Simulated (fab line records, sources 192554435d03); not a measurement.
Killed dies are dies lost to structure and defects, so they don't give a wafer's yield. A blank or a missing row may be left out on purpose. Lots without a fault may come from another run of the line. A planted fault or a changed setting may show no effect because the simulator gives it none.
Chamber matching | flow n5_finfet | N5_FIN_CUT_CUT_ETCH_26 on rie_diel-03: 4 sister chambers
The step etches SiNx in CH3F/O2, target depth 39 nm, time 55.7 s. 4 wafers are shown with their chamber, then 7 later ones without.

WAFERS WITH THEIR CHAMBER
wafer  | chamber | showerhead_plenum_p_Torr (Torr)
L082.4 | 1       | 1.96
L082.6 | 3       | 2.05
L092.1 | 2       | 1.91
L092.3 | 0       | 2.10

WAFERS WITHOUT THEIR CHAMBER
wafer  | showerhead_plenum_p_Torr (Torr)
L092.6 | 2.10
L093.1 | 1.90
L093.3 | 1.96
L093.5 | 2.10
L097.2 | 1.90
L097.3 | 2.10
L097.4 | 2.04

WHICH CHAMBER EACH WENT THROUGH
wafer  | from the rows above | in truth
L092.6 | 0                   | 0
L093.1 | 2                   | 2
L093.3 | 1                   | 1
L093.5 | 0                   | 0
L097.2 | 2                   | 2
L097.3 | 0                   | 0
L097.4 | 3                   | 3
Placed correctly: 7 of 7. Can't be placed from these rows: 0. Placed wrongly: 0.
How it was worked out, from the rows above alone: a wafer's distance from a chamber is the root of the sum, over the readings, of the square of ((its reading less the chamber's mean) divided by the reading's scatter). The wafer belongs to the nearest chamber; if the next one is less than 2 further off, it can't be placed. A chamber's mean is the mean of its shown wafers. The scatter: with one shown wafer a chamber, the root of the mean of the squares of how far each hidden wafer lies from its nearest shown one.
